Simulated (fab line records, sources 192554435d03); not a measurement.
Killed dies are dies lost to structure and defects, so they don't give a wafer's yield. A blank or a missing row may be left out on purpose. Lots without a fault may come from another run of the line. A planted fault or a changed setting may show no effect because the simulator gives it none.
Split-lot experiment | flow n5_finfet | 7 lots, 21 wafers read, on a route of 1938 steps

THE SPLIT
At N5_FIN_SAQP_FIN_ETCH_36 (etches the open film in HBr/Cl2/O2, target depth 120 nm, time 50.4 s), the setting icp_w was moved away from the recipe's 800 W on 6 of the 21 wafers read, by -13.2% to -6.4%. The other wafers ran this setting at the recipe's value.

FROM THE SPLIT TO THE READING: what the file shows between them, 3 steps
- N5_FIN_SAQP_PRECLEAN_38: cleans in O3/DIW, time 45 s
- N5_FIN_SAQP_PRECLEAN_45: cleans in dHF, time 10 s
- N5_FIN_SAQP_SRD_39: time 30 s

THE READING
trench_depth_nm, in nm, at N5_FIN_SAQP_OCD_MEAS_76. Fault-free wafers of this fab line usually give 119.9 nm, standard deviation 1.8 nm.

wafer  | tool, chamber at the split | icp_w as run, W | against the recipe | trench_depth_nm, nm | against lot-mates on the recipe
L076.1 | rie_si-06, 1               | 800             | recipe             | 120.0               | -
L076.5 | rie_si-06, 1               | 800             | recipe             | 120.4               | -
L076.6 | rie_si-06, 2               | 800             | recipe             | 120.8               | -
L077.2 | rie_si-06, 0               | 749.1           | -6.4%              | 116.3               | -4.8
L077.4 | rie_si-06, 3               | 800             | recipe             | 120.8               | -
L077.6 | rie_si-06, 1               | 800             | recipe             | 121.3               | -
L079.2 | rie_si-05, 2               | 800             | recipe             | 121.4               | -
L079.3 | rie_si-05, 0               | 694.1           | -13.2%             | 112.4               | -9.0
L079.4 | rie_si-05, 1               | 694.1           | -13.2%             | 115.0               | -6.4
L085.2 | rie_si-06, 2               | 800             | recipe             | 122.1               | -
L085.3 | rie_si-06, 0               | 734.9           | -8.1%              | 117.3               | -3.8
L085.4 | rie_si-06, 3               | 800             | recipe             | 120.1               | -
L086.2 | rie_si-06, 0               | 800             | recipe             | 120.3               | -
L086.4 | rie_si-06, 3               | 800             | recipe             | 121.2               | -
L086.6 | rie_si-06, 3               | 800             | recipe             | 119.7               | -
L088.2 | rie_si-06, 3               | 800             | recipe             | 119.8               | -
L088.5 | rie_si-06, 1               | 800             | recipe             | 120.6               | -
L088.6 | rie_si-06, 0               | 800             | recipe             | 119.9               | -
L096.1 | rie_si-05, 0               | 738.8           | -7.7%              | 116.1               | -3.7
L096.2 | rie_si-05, 3               | 800             | recipe             | 119.8               | -
L096.4 | rie_si-05, 1               | 738.8           | -7.7%              | 117.1               | -2.7

THE FIT
A straight line over all 21 wafers: trench_depth_nm changes by +0.513 nm for each +1% of icp_w; r = +0.95; the points scatter about the line by 0.82 nm.
The same after taking each lot's own level away (the mean of its wafers on the recipe; 21 wafers): +0.549 nm for each +1%; r = +0.96; scatter 0.8 nm.
On that fit, the largest move of icp_w shifts the reading by 7.3 nm.
The lots' own levels span 119.80 to 121.40 nm, that is 0.9 times the standard deviation above.
So the lot-to-lot level changes the slope little: the two slopes agree.
Check: with one of the wafers moved furthest among these (-13.2%) left out of the fit, the line predicts -6.45 nm for it against its lot-mates. It came out at -9 nm against them.

OTHER SPLITS ON THESE WAFERS
These wafers also went through other splits before the reading. Each is held against what the fit with the lots' levels taken away leaves over:
other split on the same wafers  | wafers away from the commonest value | r with trench_depth_nm (lot level and that fit taken away)
N5_ZERO_LAYER_EXPOSE_08 dose_mj | 4                                    | +0.33
N5_ZERO_LAYER_DESCUM_16 time_s  | 3                                    | +0.20
N5_FIN_SAQP_EXPOSE_13 dose_mj   | 4                                    | -0.33

THE WHOLE CHAIN: every reading that the file lists as answering this split, in the file's order
step                    | what it does                                                         | reading                                                                    | change (the file's fit)               | r (the file's)
N5_FIN_SAQP_FIN_ETCH_36 | etches the open film in HBr/Cl2/O2, target depth 120 nm, time 50.4 s | etch.depth_nm (the simulator's own value, which no gauge read)             | +0.536 nm for each +1% of the setting | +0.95
N5_FIN_SAQP_FIN_ETCH_36 | etches the open film in HBr/Cl2/O2, target depth 120 nm, time 50.4 s | FIN_SAQP.feature_depth_nm (the simulator's own value, which no gauge read) | +0.538 nm for each +1% of the setting | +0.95
N5_FIN_SAQP_OCD_MEAS_76 |                                                                      | trench_depth_nm                                                            | +0.551 nm for each +1% of the setting | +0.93

THE FILE'S OWN FIT
trench_depth_nm changes by +0.551 nm for each +1% of icp_w, r = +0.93.
